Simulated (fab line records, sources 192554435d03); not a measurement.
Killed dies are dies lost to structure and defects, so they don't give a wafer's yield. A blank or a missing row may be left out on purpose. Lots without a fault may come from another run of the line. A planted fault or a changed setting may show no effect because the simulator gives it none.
fab line records | flow n5_finfet
record lots=5 wafers=15 last_day=18
route steps=1938 shown SD_EPI_P@309 SD_ACTIVATION@330 ILD0@335 SDB@347 MOL_CONTACT_COAG@538 PASSIVATION@1936
lots that met no fault: from a run of the same line without faults
start_h: hours from the record's first day to the start of the lot's first wafer shown | wait_h: hours since the lot's step before | " the same as in the row above | L1.1+2: a row that stands for several wafers | - no value, or no start given | * or withheld: withheld | < > ~ a bound
route shown NAME@n: a module of which the file shows steps, and the number in the route of the first | usual: mean/standard deviation of fault-free wafers | same: alike in all rows | chamber/n: place in a boat | sites: the reading at each site | _std_site: their standard deviation | _edge_site: outer sites' mean less inner sites' | radius_mm: how far each site lies from the wafer's centre | mask NAME#n: copy n | behind: the tool/chamber that last shaped the wafer | hold: why the lot was held/for how many hours/how that ended | device: the transistor (n, p or np) that didn't switch | end of line: the same wafers' tests at the end of the route | a step without rows: its recipe alone | killed: dies lost to structure and defects at the first sort, not the wafer's yield | map: a wafer's dies, x killed, . not, _ none there
set.NAME: the setting as run; set.NAME@STEP: as run at that earlier step | model.NAME: the simulator's own value behind a step, which no gauge read
lots at some steps of the route; a table a step, a row a wafer
services: from which hour (start_h, from the record's first day; less than 0 if before it) a tool's chamber was out of use, for how many hours, and why
## steps
# step N5_SD_EPI_P_STRIP_38
# recipe chemistry=N2/H2 temp_c=40 n2_flow_sccm=200 h2_flow_sccm=200 rf_frequency_hz=6e+07
# step N5_SD_EPI_P_ETCHBACK_46
# recipe chemistry=CH3F/O2 mode=anisotropic_etchback target=SiNx target_depth_a=175 stop_on=SiO2 over_etch_frac=0.3 ion_energy_ev=120 pressure_mtorr=30 source_w=395 bias_w=73 Ar_flow_sccm=150 CH3F_flow_sccm=30 O2_flow_sccm=20
# usual drypump_motor_current_A=5.8/0.48 oes_product_au=0.69/0.058 rf_vpp_V=297.8/3 showerhead_plenum_p_Torr=2.01/0.059 throttle_valve_pct=16.19/0.16
# columns lot.wafer tool chamber start_h wait_h drypump_motor_current_A oes_product_au rf_hours_counter_h rf_vpp_V showerhead_plenum_p_Torr throttle_valve_pct
L685.2 rie_diel-06 0 77.36 0.0 6.2 0.61 198 295.0 1.99 16.18
L685.3 " 3 " " 5.8 0.71 77 294.4 1.95 16.42
L685.5 " 1 " " 5.2 0.72 - 299.8 1.95 16.20
L686.1 rie_diel-06 3 86.01 0.0 5.8 0.71 79 298.1 1.94 16.43
L686.2 " 2 " " 6.6 0.61 216 296.3 1.97 16.54
L686.3 " 1 " " 5.3 0.71 66 299.8 1.94 16.21
L697.2 rie_diel-05 1 150.59 0.0 6.0 0.65 144 292.9 2.00 16.08
L697.3 " 3 " " 5.8 0.66 134 298.7 2.09 16.01
L697.4 " 2 " " 5.3 0.80 20 299.1 1.96 16.09
L700.1 rie_diel-05 0 171.68 0.0 5.0 0.66 155 300.5 2.08 16.21
L700.5 " 2 " " 5.3 0.78 - 296.1 1.96 16.11
L700.6 " 3 " " 5.8 0.65 - 298.7 2.08 16.03
L701.1 rie_diel-05 3 174.03 0.0 5.8 0.65 141 298.9 2.08 16.03
L701.3 " 1 " " 6.0 0.64 152 294.7 1.99 16.09
L701.6 " 3 " " 5.8 0.65 - 299.0 2.08 16.03
# step N5_SD_EPI_P_ETCH_47
# recipe chemistry=CH3F/O2 target=SiOCN target_depth_a=250 mask_material=SOC ion_energy_ev=60 bias_w=29 pressure_mtorr=30 source_w=410 Ar_flow_sccm=150 CH3F_flow_sccm=30 O2_flow_sccm=20
# step N5_SD_EPI_P_ETCH_16
# recipe chemistry=CHF3/O2 target=SiO2 target_depth_a=50 mask_material=SOC pressure_mtorr=30 source_w=650 bias_w=170 Ar_flow_sccm=200 CHF3_flow_sccm=50 O2_flow_sccm=5 ion_energy_ev=200
# step N5_SD_EPI_P_STRIP_50
# recipe chemistry=CHF3/O2 resist=SiARC rf_frequency_hz=6e+07
# step N5_SD_EPI_P_SD_RECESS_17
# recipe chemistry=HBr/Cl2/O2 target_depth_a=391 bt_time_s=3 pressure_mtorr=10 icp_w=800 bias_w=112 HBr_flow_sccm=150 Cl2_flow_sccm=80 O2_flow_sccm=12
# step N5_SD_EPI_P_WET_ETCH_45
# recipe chemistry=dHF dilution=withheld time_s=10.7 target=SiO2 target_depth_a=20 temp_c=25 dry=ipa_marangoni rinse_time_s=30 rinse_temp_c=23
# step N5_SD_EPI_P_STRIP_40
# recipe chemistry=N2/H2 power_w=1000 temp_c=250 h2_frac=0.65 overash_fraction=0.3 pressure_mtorr=withheld n2_flow_sccm=1750 h2_flow_sccm=3250
# usual drypump_motor_current_A=5.9/0.51 heater_power_w=341/52 oes_product_au=0.762/0.011
# same overash_fraction=0.3
# columns lot.wafer tool chamber start_h wait_h drypump_motor_current_A heater_power_w oes_product_au rf_hours_counter_h
L685.2 plasma_asher-02 0 77.77 0.0 5.1 336 0.764 37
L685.3 " 1 " " 5.8 401 0.767 -
L685.5 " 1 " " 5.8 412 0.755 -
L686.1 plasma_asher-02 0 86.43 0.0 5.1 346 0.771 39
L686.2 " 1 " " 5.8 409 0.777 39
L686.3 " 0 " " 5.1 348 0.734 -
L697.2 plasma_asher-02 0 151.00 0.0 5.1 343 0.762 49
L697.3 " 0 " " 5.1 343 0.765 -
L697.4 " 1 " " 5.8 419 0.765 -
L700.1 plasma_asher-01 1 172.09 0.0 6.5 356 0.770 108
L700.5 " 0 " " 6.1 267 0.772 -
L700.6 " 1 " " 6.5 353 0.762 -
L701.1 plasma_asher-01 1 174.47 0.1 6.5 362 0.751 109
L701.3 " 1 " " 6.5 358 0.769 -
L701.6 " 0 " " 6.0 267 0.774 -
# step N5_SD_EPI_P_PRECLEAN_52
# recipe chemistry=O3/DIW time_s=60 temp_c=22 o3_ppm=10
# step N5_SD_EPI_P_SRD_20
# recipe dry=ipa_marangoni do_ppb=5 time_s=30 temp_c=23 rinse_liquid=diw
# step N5_SD_EPI_P_PRECLEAN_51
# recipe chemistry=NF3:NH3 afs_cycles=1 temp_c=30 time_s=20 sublimation_temp_c=180 sublimation_time_s=60 pressure_torr=3 rf_power_w=30
# step N5_SD_EPI_P_VAPOR_ETCH_44
# recipe chemistry=NF3/Ar target=SiGe30 temp_c=25 time_s=3.3 mode=isotropic
# step N5_SD_EPI_P_EPI_21
# recipe material=SiGe:B dopant=B temp_c=550 pressure_torr=20 ambient=H2 time_s=355
# usual epi_growth_time_s=355/0
# columns lot.wafer tool chamber start_h wait_h epi_growth_time_s model.SiGe-B_of_SD_EPI_P_EPI_21.thk_nm
L685.2 epi_rpcvd-04 0 78.65 0.5 355 61
L685.3 " 0 " " 355 61
L685.5 " 0 " " 355 61.2
L686.1 epi_rpcvd-04 0 86.94 0.1 305.34 56
L686.2 " 0 " " 355 61
L686.3 " 0 " " 355 61.4
L697.2 epi_rpcvd-04 0 152.28 0.8 355 61.6
L697.3 " 0 " " 355 60.8
L697.4 " 0 " " 355 61.4
L700.1 epi_rpcvd-03 0 172.61 0.1 355 60.8
L700.5 " 0 174.05 1.5 355 60.2
L700.6 " 0 " " 355 60.6
L701.1 epi_rpcvd-01 0 175.11 0.2 355 60.2
L701.3 " 0 " " 355 60.2
L701.6 " 0 177.51 2.4 355 60.4
# step N5_SD_EPI_P_EPI_MEAS_23
# recipe mode=xrd
# usual thk_nm=61.0/1.3
# columns lot.wafer tool chamber start_h wait_h thk_nm
L685.2 film_metro-01 - 80.49 1.5 60.2
L685.3 " - " " 59.8
L685.5 " - " " 60.3
L686.1 film_metro-02 - 89.14 1.8 57.7
L686.2 " - " " 60.6
L686.3 " - " " 59.2
L697.2 film_metro-02 - 155.52 2.6 63.0
L697.3 " - " " 58.5
L697.4 " - " " 61.6
L700.1 film_metro-02 - 174.81 1.8 59.5
L700.5 " - " " 60.5
L700.6 " - " " 58.8
L701.1 film_metro-02 - 178.02 2.4 61.2
L701.3 " - " " 60.9
L701.6 " - " " 63.9
# step N5_SD_EPI_P_HM_STRIP_48
# recipe chemistry=H3PO4 temp_c=160 material=SiNx target=SiNx target_depth_a=30 overetch_fraction=0.3
# step N5_SD_EPI_P_SRD_49
# recipe dry=ipa_marangoni time_s=30 temp_c=23 rinse_liquid=diw
# step N5_SD_EPI_P_PRECLEAN_24
# recipe chemistry=O3/DIW time_s=45 temp_c=22 o3_ppm=10
# step N5_SD_EPI_P_PRECLEAN_32
# recipe chemistry=dHF time_s=10 dilution=500:1 temp_c=25
# step N5_SD_EPI_P_PRECLEAN_33
# recipe chemistry=SC2 time_s=45 temp_c=35 mix=1:1:50
# step N5_SD_EPI_P_SRD_25
# recipe time_s=30 temp_c=23 rinse_liquid=diw dry=ipa_marangoni
# step N5_SD_EPI_P_INSPECT_26
# recipe inspect_instrument=darkfield mode=post_epi
# usual raw_defect_count=173/39
# columns lot.wafer tool chamber start_h wait_h raw_defect_count
L685.2 defect_inspect-02 - 80.66 0.0 155
L685.3 " - " " 179
L685.5 " - " " 192
L686.1 defect_inspect-01 - 89.31 0.0 156
L686.2 " - " " 139
L686.3 " - " " 177
L697.2 defect_inspect-01 - 155.69 0.0 150
L697.3 " - " " 225
L697.4 " - " " 244
L700.1 defect_inspect-01 - 174.98 0.0 175
L700.5 " - " " 145
L700.6 " - " " 180
L701.1 defect_inspect-01 - 178.19 0.0 185
L701.3 " - " " 153
L701.6 " - " " 134
# step N5_SD_ACTIVATION_RTA_00
# recipe temp_c=975 time_s=0 ambient=N2 idle_temp_c=600 ramp_up_c_per_s=150 ramp_down_c_per_s=60 cool_to_c=600
# usual lamp_power_pct=8.95/0.053 lamp_zone_4_pct=8.95/0.03 wafer_temp_C_max=975.2/1.8
# columns lot.wafer tool chamber start_h wait_h lamp_power_pct lamp_zone_4_pct wafer_temp_C_max
L685.2 rtp_anneal-02 0 80.75 0.1 8.93 8.90 975.6
L685.3 " 0 " " 8.95 8.97 971.5
L685.5 " 0 " " 8.86 8.91 973.2
L686.1 rtp_anneal-01 0 89.34 0.0 8.98 8.94 974.6
L686.2 " 0 " " 8.95 9.01 978.1
L686.3 " 0 " " 8.93 8.97 975.1
L697.2 rtp_anneal-02 0 155.75 0.1 8.99 8.96 970.9
L697.3 " 0 " " 8.99 8.99 974.1
L697.4 " 0 " " 8.98 8.97 973.8
L700.1 rtp_anneal-01 0 175.19 0.2 8.94 8.95 976.5
L700.5 " 0 " " 8.85 8.99 976.0
L700.6 " 0 " " 8.89 8.91 976.5
L701.1 rtp_anneal-02 0 178.27 0.1 8.91 8.96 975.8
L701.3 " 0 " " 9.01 8.93 975.0
L701.6 " 0 " " 9.03 8.92 974.4
# step N5_SD_ACTIVATION_LSA_01
# recipe temp_c=1080 time_s=0.0008 ambient=N2
# step N5_SD_ACTIVATION_INSPECT_02
# recipe inspect_instrument=darkfield mode=post_anneal
# usual raw_defect_count=173/39
# columns lot.wafer tool chamber start_h wait_h raw_defect_count
L685.2 defect_inspect-02 - 81.59 0.1 150
L685.3 " - " " 179
L685.5 " - " " 203
L686.1 defect_inspect-01 - 90.07 0.2 166
L686.2 " - " " 139
L686.3 " - " " 176
L697.2 defect_inspect-01 - 156.45 0.1 149
L697.3 " - " " 228
L697.4 " - " " 235
L700.1 defect_inspect-01 - 175.92 0.2 179
L700.5 " - " " 153
L700.6 " - " " 159
L701.1 defect_inspect-02 - 179.00 0.2 179
L701.3 " - " " 146
L701.6 " - " " 133
# step N5_ILD0_LINER_00
# recipe material=SiNx target_thk_a=40 temp_c=400 ald_precursor_family=SiH2I2 ald_co_reactant=N2/H2-plasma pulse_time_s=1 purge_time_s=2 co_reactant_purge_time_s=2 ald_cycles=80 pressure_torr=2
# step N5_ILD0_FCVD_FILL_01
# recipe material=SiO2_flowable target_thk_a=2000 temp_c=100 pressure_torr=0.8 rf_w=2000 time_s=328.3
# step N5_ILD0_CURE_02
# recipe temp_c=450 time_s=1800 ambient=steam idle_temp_c=400 ramp_up_c_per_min=5 ramp_down_c_per_min=3 densification_p_h2o_torr=640
# step N5_ILD0_CMP_03
# recipe stop_on=SiNx t_overpolish_s=1.9 post_cmp_clean=alkaline_brush down_force_psi=4.1491 platen_rpm=51.796 pad_velocity_m_s=1.0306 target_thk_nm=197.38
# usual motor_current_A=12.0/1.4 overpolish_run_s=1.901/0.0097 platen_rpm=51.79/0.032 time_to_endpoint_s=68.4/2.9
# columns lot.wafer tool chamber start_h wait_h motor_current_A overpolish_run_s platen_rpm time_to_endpoint_s
L685.2 cmp-04 3 84.08 0.1 12.0 1.903 51.79 66.1
L685.3 " 0 " " 10.0 1.897 51.79 65.8
L685.5 " 2 " " 10.7 1.921 51.81 67.2
L686.3 cmp-01 2 92.93 0.0 10.4 1.915 51.79 68.0
L686.2 " 3 " " 11.6 1.902 51.78 71.1
L686.1 " 0 " " 11.2 1.902 51.81 69.9
L697.3 cmp-02 1 158.92 0.0 13.4 1.902 51.84 69.6
L697.2 " 3 " " 13.5 1.906 51.79 71.2
L697.4 " 0 " " 11.5 1.917 51.85 69.9
L700.1 cmp-02 2 178.41 0.1 11.9 1.889 51.81 66.4
L700.6 " 0 " " 11.7 1.899 51.76 66.9
L700.5 " 1 " " 15.3 1.914 51.76 64.8
L701.1 cmp-01 0 181.60 0.0 11.5 1.913 51.81 72.0
L701.3 " 3 " " 11.2 1.904 51.80 69.9
L701.6 " 1 " " 12.4 1.906 51.82 70.2
# step N5_ILD0_THK_MEAS_04
# usual thk_nm=197.3/0.96
# columns lot.wafer tool chamber start_h wait_h thk_nm
L685.2 film_metro-01 - 84.30 - 197.1
L685.3 " - " " 196.5
L685.5 " - " " 195.9
L686.1 film_metro-02 - 93.22 - 199.3
L686.2 " - " " 199.2
L686.3 " - " " 197.9
L697.2 film_metro-02 - 159.21 - 195.8
L697.3 " - " " 196.3
L697.4 " - " " 197.2
L700.1 film_metro-01 - 178.63 - 197.2
L700.5 " - " " 196.5
L700.6 " - " " 195.4
L701.1 film_metro-01 - 181.89 - 198.4
L701.3 " - " " 197.7
L701.6 " - " " 198.7
# step N5_ILD0_CMP_07
# recipe stop_on=poly-Si material=SiO2_flowable t_overpolish_s=1.18 post_cmp_clean=alkaline_brush down_force_psi=4.1491 platen_rpm=51.796 pad_velocity_m_s=1.0306 target_thk_nm=138.88
# usual motor_current_A=12.0/1.3 platen_rpm=51.80/0.036
# columns lot.wafer tool chamber start_h wait_h motor_current_A platen_rpm
L685.2 cmp-02 1 84.36 0.1 14.5 51.80
L685.3 " 2 " " 11.7 51.78
L685.5 " 1 " " 15.5 51.85
L686.3 cmp-02 3 93.25 0.0 13.5 51.84
L686.2 " 0 " " 11.9 51.80
L686.1 " 1 " " 14.4 51.73
L697.2 cmp-04 1 159.24 0.0 14.0 51.86
L697.3 " 2 " " 10.7 51.76
L697.4 " 3 " " 12.1 51.84
L700.1 cmp-01 1 178.66 0.0 12.6 51.78
L700.5 " 1 " " 12.2 51.85
L700.6 " 2 " " 9.8 51.79
L701.3 cmp-02 0 182.12 0.2 12.0 51.78
L701.1 " 2 " " 11.6 51.80
L701.6 " 0 " " 11.6 51.79
# step N5_ILD0_THK_MEAS_08
# usual thk_nm=139.2/0.97
# columns lot.wafer tool chamber start_h wait_h thk_nm
L685.2 film_metro-01 - 84.62 - 140.1
L685.3 " - " " 138.7
L685.5 " - " " 138.3
L686.1 film_metro-01 - 93.55 - 137.9
L686.2 " - " " 140.2
L686.3 " - " " 139.6
L697.2 film_metro-02 - 159.54 - 138.6
L697.3 " - " " 140.1
L697.4 " - " " 140.1
L700.1 film_metro-02 - 178.95 - 139.0
L700.5 " - " " 138.5
L700.6 " - " " 140.5
L701.1 film_metro-01 - 182.38 - 140.1
L701.3 " - " " 139.7
L701.6 " - " " 139.6
# step N5_ILD0_PRECLEAN_10
# recipe chemistry=NF3:NH3 afs_cycles=5 time_s=20 temp_c=30 sublimation_temp_c=180 sublimation_time_s=60 pressure_torr=3 rf_power_w=30
# step N5_ILD0_ALD_15
# recipe material=SiNx target_thk_a=240 temp_c=400 ald_precursor_family=SiH2I2 ald_co_reactant=N2/H2-plasma pulse_time_s=1 ald_cycles=480 purge_time_s=2 co_reactant_purge_time_s=2 pressure_torr=2
# step N5_ILD0_CMP_12
# recipe stop_on=poly-Si material=SiNx t_overpolish_s=6 post_cmp_clean=alkaline_brush down_force_psi=2.5 platen_rpm=51.8 pad_velocity_m_s=1.0307 target_thk_nm=17.67
# step N5_ILD0_THK_MEAS_13
# usual thk_nm=18.0/1
# columns lot.wafer tool chamber start_h wait_h thk_nm
L685.2 film_metro-02 - 87.83 - 19.4
L685.3 " - " " 19.2
L685.5 " - " " 17.4
L686.1 film_metro-01 - 97.17 - 17.0
L686.2 " - " " 16.5
L686.3 " - " " 18.3
L697.2 film_metro-01 - 162.84 - 18.0
L697.3 " - " " 18.3
L697.4 " - " " 18.1
L700.1 film_metro-02 - 182.16 - 17.7
L700.5 " - " " 18.6
L700.6 " - " " 17.4
L701.1 film_metro-02 - 185.60 - 19.8
L701.3 " - " " 19.6
L701.6 " - " " 19.7
# step N5_ILD0_INSPECT_06
# recipe inspect_instrument=darkfield mode=post_cmp
# usual raw_defect_count=33/14
# columns lot.wafer tool chamber start_h wait_h raw_defect_count
L685.2 defect_inspect-02 - 87.86 0.0 86
L685.3 " - " " 55
L685.5 " - " " 59
L686.1 defect_inspect-02 - 97.20 0.0 9
L686.2 " - " " 14
L686.3 " - " " 25
L697.2 defect_inspect-02 - 162.87 0.0 69
L697.3 " - " " 16
L697.4 " - " " 41
L700.1 defect_inspect-02 - 182.19 0.0 21
L700.5 " - " " 17
L700.6 " - " " 10
L701.1 defect_inspect-02 - 185.62 0.0 33
L701.3 " - " " 45
L701.6 " - " " 39
# step N5_SDB_HM_DEP_00
# recipe material=SiNx target_thk_a=400 temp_c=400 precursor=SiH4/NH3/N2 pressure_torr=1.5 rf_w=300 time_s=35.3
# step N5_SDB_COAT_03
# recipe resist=SOC temp_c=250 time_s=60 spin_rpm=1500 resist_thk_nm=100
# step N5_SDB_COAT_04
# recipe resist=SiARC temp_c=220 time_s=60 spin_rpm=1500 resist_thk_nm=18
# step N5_SDB_COAT_05
# recipe resist=CAR-ArF spin_rpm=1500 resist_thk_nm=90
# step N5_MOL_CONTACT_COAG_ETCH_110
# recipe chemistry=CF4/O2 target=Si target_depth_a=25 time_s=8 pressure_mtorr=100 source_w=200 bias_w=12 ion_energy_ev=60 Ar_flow_sccm=100 cf4_flow_sccm=100 O2_flow_sccm=10
# usual drypump_motor_current_A=5.6/0.53 oes_product_au=0.83/0.091 rf_vpp_V=128.0/1.8 showerhead_plenum_p_Torr=2.26/0.086 throttle_valve_pct=10.64/0.26
# columns lot.wafer tool chamber start_h wait_h drypump_motor_current_A oes_product_au rf_hours_counter_h rf_vpp_V showerhead_plenum_p_Torr throttle_valve_pct model.SiGe-B_of_SD_EPI_P_EPI_21.thk_nm
L685.2 rie_diel-01 0 109.70 0.0 5.7 0.82 72 126.3 2.25 10.54 58
L685.3 " 2 " " 5.4 0.98 2 128.0 2.37 10.38 58
L685.5 " 3 " " 6.3 0.94 - 126.8 2.19 10.52 58.2
L686.1 rie_diel-03 1 119.56 0.0 6.5 0.89 34 129.4 2.35 10.51 53.4
L686.2 " 0 " " 5.5 0.69 233 126.3 2.19 10.93 58.2
L686.3 " 2 " " 5.3 0.74 183 125.6 2.13 10.92 58.6
L697.2 rie_diel-04 0 185.88 0.0 5.3 0.88 40 130.7 2.18 10.50 58.6
L697.3 " 1 " " 5.0 0.89 25 128.1 2.35 10.30 58
L697.4 " 1 " " 5.1 0.88 - 127.3 2.35 10.29 58.4
L700.1 rie_diel-04 0 205.76 0.0 5.3 0.87 49 130.2 2.17 10.50 58
L700.5 " 1 " " 5.0 0.87 - 127.2 2.35 10.32 57.4
L700.6 " 0 " " 5.4 0.87 - 131.8 2.17 10.52 57.6
L701.1 rie_diel-04 0 208.50 0.0 5.3 0.86 49 131.5 2.17 10.50 57.4
L701.3 " 2 " " 6.1 0.79 102 126.1 2.24 10.55 57.4
L701.6 " 1 " " 5.0 0.87 - 127.5 2.35 10.34 57.6
# step N5_PASSIVATION_PROBE_49
# usual killed_at_M0_to_M3=36/11 killed_at_M4_up=14/5.6 killed_at_contacts=11/5.6 killed_at_front_end=40/12 killed_at_other=4/3.2 killed_dies=105/17 killed_open=69/12 killed_short=34/8.4
# same gross_dies=1180 killed_at_back_side=0
# columns lot.wafer tool chamber start_h wait_h killed_at_M0_to_M3 killed_at_M4_up killed_at_contacts killed_at_front_end killed_at_other killed_dies killed_open killed_short
L700.1 prober-02 - 413.11 0.0 53 7 20 36 9 125 77 48
L700.5 prober-02 - 413.31 0.2 27 14 10 46 0 97 65 28
L700.6 prober-02 - 413.36 0.3 39 14 12 37 1 103 68 35
# killed by level:class
L700.1 MOL_CONTACT_COAG:geometric_particle:open=13 BEOL_M0_SAQP:geometric_particle:short=12 BEOL_M2:geometric_particle:open=10 FIN_SAQP:geometric_particle:open=9 BEOL_M1:geometric_particle:open=8 DUMMY_GATE:geometric_particle:open=7 MOL_CONTACT_COAG:geometric_particle:short=7 BEOL_M3:geometric_particle:short=6
L700.5 FIN_SAQP:geometric_particle:open=13 MOL_CONTACT_COAG:geometric_particle:open=10 FIN_SAQP:geometric_particle:short=7 BEOL_M0_SAQP:geometric_particle:open=7 BEOL_M1:geometric_particle:open=6 BEOL_M2:geometric_particle:open=6 BEOL_M0_SAQP:geometric_particle:short=5 DUMMY_GATE:geometric_particle:open=4
L700.6 BEOL_M1:geometric_particle:open=15 FIN_SAQP:geometric_particle:open=10 MOL_CONTACT_COAG:geometric_particle:open=7 BEOL_M2:geometric_particle:open=7 DUMMY_GATE:geometric_particle:open=6 STI_FIN_REVEAL:geometric_particle:open=5 MOL_CONTACT_COAG:geometric_particle:short=5 BEOL_M5:geometric_particle:open=5
## services
# columns tool chamber start_h hours kind
rie_diel-05 2 55.74 - clean
rie_diel-05 2 55.74 - consumable_replace:focus_ring
rie_diel-05 2 55.74 18.1 scheduled_down
rie_diel-05 2 55.74 18.1 vent_cycle
cmp-02 - 68.29 0.6 repair
epi_rpcvd-03 - 72.76 8.1 pm
cmp-01 - 82.43 4.0 pm
rie_diel-04 1 92.78 - clean
rie_diel-04 1 92.78 - consumable_replace:focus_ring
rie_diel-04 1 92.78 - consumable_replace:showerhead
cmp-01 - 101.41 0.6 repair
rie_diel-04 3 103.26 4.3 repair
rie_diel-06 2 128.81 12.8 repair
rie_diel-01 - 129.43 10.9 repair
rie_diel-04 3 138.33 9.4 repair
cmp-04 - 139.07 3.9 pm
cmp-01 - 143.46 4.0 pm
rie_diel-06 - 143.51 0.7 repair
rie_diel-01 2 143.52 8.2 repair
cmp-04 - 148.99 0.9 repair
epi_rpcvd-04 - 155.48 2.8 pm
cmp-02 - 167.59 0.3 repair
epi_rpcvd-04 - 168.48 0.8 pm
epi_rpcvd-04 - 194.45 4.3 pm
## key
first_sign step=N5_SD_EPI_P_EPI_21 reading=epi_growth_time_s direction=down sigmas=99+ usual=* struck=*
effect none on later readings
model_effect step=N5_SD_EPI_P_EPI_21 value=SiGe-B_of_SD_EPI_P_EPI_21.thk_nm without=61.6 struck=56
model_effect step=N5_MOL_CONTACT_COAG_ETCH_110 value=SiGe-B_of_SD_EPI_P_EPI_21.thk_nm without=58.8 struck=53.4
met_at N5_SD_EPI_P_EPI_21
struck_wafers L686.1
tester_left_out L686
onset_between 78.65 86.94
fault kind=process_parameter_drift tool=epi_rpcvd-04 chamber=- onset_h=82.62 steps=N5_SD_EPI_P_EPI_21 channel=epi_growth_time_s offset=* shape=step end_h=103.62 scope=struck_wafers_only acts_in=* stated=*
# tester_left_out: of these lots the tester's yield and bins aren't shown, on N5 and GAA mostly nor the transistor test; their killed dies are dies lost to structure and defects alone, not to doping, threshold or leakage, so they don't give the yield
